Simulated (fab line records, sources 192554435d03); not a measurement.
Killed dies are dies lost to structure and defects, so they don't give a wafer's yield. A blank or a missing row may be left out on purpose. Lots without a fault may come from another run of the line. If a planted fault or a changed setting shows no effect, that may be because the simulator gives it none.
A struck lot beside a sound one ; flow n5 finfet ; 21 steps out of a route of 1938
Sound: the wafers L933.1, L933.3, L933.5. Struck: wafers L934.1, L934.6 (left out: L934.5, a lot-mate that was not struck); the cause follows at the end.
At each step with rows: each side's tool, then ch and its chambers, then its first start. Under that, the readings that differ: sound wafers ; struck wafers ; difference of the means ; sigmas: that difference in standard deviations of wafers without a fault.
alike: same words and numbers on both sides, and readings whose means sit less than 2 such deviations apart. not compared: any withheld reading, any reading some wafer has no value for, any bound like >300 that may hide the same value, and any number with overlapping values for which the record gives no deviation.
A row with sigmas, a row that says differs or no value, or rows on one side alone: a step with any of these is where the two part. When numbers do not overlap yet have no deviation, they are printed without sigmas and do not part them. A reading missing from all wafers of one side parts the sides only when that side holds two or more wafers.

first, 8 steps without rows for these wafers: N5_ILD0_LINER_00 (material SiNx, target thk 4 nm, pulse time 1 s, purge time 2 s); N5_ILD0_FCVD_FILL_01 (material SiO2 flowable, target thk 200 nm, time 328.3 s); N5_ILD0_CURE_02 (time 1800 s); N5_ILD0_CMP_03 (polishes, stops on SiNx, t overpolish 1.9 s, target thk 197.38 nm); N5_ILD0_CMP_07 (polishes SiO2 flowable, stops on poly-Si, t overpolish 1.18 s, target thk 138.88 nm); N5_ILD0_PRECLEAN_10 (cleans in NF3:NH3, afs cycles 5, time 20 s, sublimation time 60 s); N5_ILD0_ALD_15 (deposits SiNx, target thk 24 nm, pulse time 1 s, ald cycles 480); N5_ILD0_CMP_12 (polishes SiNx, stops on poly-Si, t overpolish 6 s, target thk 17.67 nm).
N5_SDB_HM_DEP_00: deposits SiNx from SiH4/NH3/N2, target thk 40 nm, time 35.3 s.
  sound on pecvd-02 ch 0,1,2, day 6 06:48; struck on pecvd-02 ch 2, day 6 10:42
  alike: heater power w, showerhead plenum p Torr, throttle valve pct
then, 8 steps without rows for these wafers: N5_SDB_COAT_03 (time 60 s, resist thk 100 nm); N5_SDB_COAT_04 (time 60 s, resist thk 18 nm); N5_SDB_COAT_05 (resist thk 90 nm); N5_SDB_EBR_07; N5_SDB_SOFTBAKE_06 (time 60 s); N5_SDB_EXPOSE_08 (exposes mask SDB); N5_SDB_PEB_09 (peb time 60 s); N5_SDB_DEVELOP_10 (develop time 30 s).
N5_SDB_INSPECT_13: inspects for defects (brightfield).
  sound on defect inspect-02 at day 6 07:18; struck on defect inspect-01 at day 6 11:13
reading;sound;struck;difference;sigmas
raw defect count;25 31 48;1267 1276;+1237;+32
then, 1 step without rows for these wafers: N5_SDB_DESCUM_16 (chemistry O2, time 7.9 s).
-- the record jumps here: 5 days lie between the struck wafers' starts before and after (it left off in module SDB and takes up again in module BEOL_M4, whose first step shown is number 1111 of the route) --
N5_BEOL_M4_RC_MEAS_101:
  sound on prober-01 ch 0, day 10 12:37; struck on prober-01 ch 0, day 10 23:29
  alike: DIBL_N, DIBL_P, IOFF_N, IOFF_P, ION_N, ION_P, SS_N, SS_P, VT_N, VT_P
-- record jumps: 4 days separate the struck wafers' starts on either side; left off in module BEOL_M4, taken up again in module PASSIVATION, whose first shown step is the route's number 1936 --
N5_PASSIVATION_PROBE_49:
  record: rows for the struck wafers here (prober-02, day 14 18:59), none for the sound ones

== WHERE THEY PART ==
Last at N5_PASSIVATION_PROBE_49 as far as this record goes, first at N5_SDB_INSPECT_13.

WHY: what had been put in by the simulator
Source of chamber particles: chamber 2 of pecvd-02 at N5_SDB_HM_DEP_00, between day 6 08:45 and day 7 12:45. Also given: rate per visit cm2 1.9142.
